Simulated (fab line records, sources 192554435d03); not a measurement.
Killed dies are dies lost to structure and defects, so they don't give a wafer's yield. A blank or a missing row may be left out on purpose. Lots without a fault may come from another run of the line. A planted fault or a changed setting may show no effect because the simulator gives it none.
Chamber matching | flow n5_finfet | N5_SD_EPI_P_ETCH_16 on rie_diel-05: 4 sister chambers
The step etches SiO2 in CHF3/O2, target depth 5 nm. 4 wafers are shown with their chamber, then 9 later ones without.

WAFERS WITH THEIR CHAMBER
wafer  | chamber | showerhead_plenum_p_Torr (Torr)
L081.6 | 0       | 2.43
L085.1 | 1       | 2.28
L085.2 | 2       | 2.38
L085.4 | 3       | 2.51

WAFERS WITHOUT THEIR CHAMBER
wafer  | showerhead_plenum_p_Torr (Torr)
L086.1 | 2.51
L086.3 | 2.28
L086.4 | 2.43
L090.1 | 2.28
L090.2 | 2.42
L090.5 | 2.28
L096.1 | 2.51
L096.3 | 2.37
L096.5 | 2.38

WHICH CHAMBER EACH WENT THROUGH
wafer  | from the rows above | in truth
L086.1 | 3                   | 3
L086.3 | 1                   | 1
L086.4 | 0                   | 0
L090.1 | 1                   | 1
L090.2 | 0                   | 0
L090.5 | 1                   | 1
L096.1 | 3                   | 3
L096.3 | 2                   | 2
L096.5 | 2                   | 2
Placed correctly: 9 of 9. Can't be placed from these rows: 0. Placed wrongly: 0.
How it was worked out, from the rows above alone: a wafer's distance from a chamber is the root of the sum, over the readings, of the square of ((its reading less the chamber's mean) divided by the reading's scatter). The wafer belongs to the nearest chamber; if the next one is less than 2 further off, it can't be placed. A chamber's mean is the mean of its shown wafers. The scatter: with one shown wafer a chamber, the root of the mean of the squares of how far each hidden wafer lies from its nearest shown one.
